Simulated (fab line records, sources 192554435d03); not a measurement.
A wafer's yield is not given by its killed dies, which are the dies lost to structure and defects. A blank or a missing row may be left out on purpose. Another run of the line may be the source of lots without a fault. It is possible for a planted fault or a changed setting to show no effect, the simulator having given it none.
Chamber matching	flow n5Finfet	aldSin-01 running N5_SPACER0_ALD_08: 4 sister chambers
The step deposits SiNx, target thk 2 nm. 4 wafers are shown with their chamber, then 8 later ones without.

WAFERS WITH THEIR CHAMBER
wafer	chamber	heaterPowerW (W)
L086.6	0	1095
L088.2	1	833
L089.6	2	795
L094.1	3	858

WAFERS WITHOUT THEIR CHAMBER
wafer	heaterPowerW (W)
L094.2	840
L094.3	1114
L094.4	766
L094.5	878
L094.6	763
L095.1	856
L095.2	1135
L095.5	857

WHICH CHAMBER EACH WENT THROUGH
wafer	from the rows above	in truth
L094.2	can't be placed: 1 or 3 or 2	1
L094.3	0	0
L094.4	can't be placed: 2 or 1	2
L094.5	can't be placed: 3 or 1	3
L094.6	can't be placed: 2 or 1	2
L095.1	can't be placed: 3 or 1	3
L095.2	0	0
L095.5	can't be placed: 3 or 1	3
Correct placement for 2 of the 8. Not placeable from these rows: 6 (in 6, the candidates include the true chamber). 0 placed wrongly.
How it was worked out, from the rows above alone: a wafer's distance from a chamber is the root of the sum, over the readings, of the square of ((its reading less the chamber's mean) divided by the reading's scatter). The wafer belongs to the nearest chamber; if the next one is less than 2 further off, it can't be placed. Each chamber's mean is taken over the wafers shown for it. The scatter (one wafer shown for each chamber): square how far every hidden wafer sits from the nearest shown wafer, average those squares and take the square root.
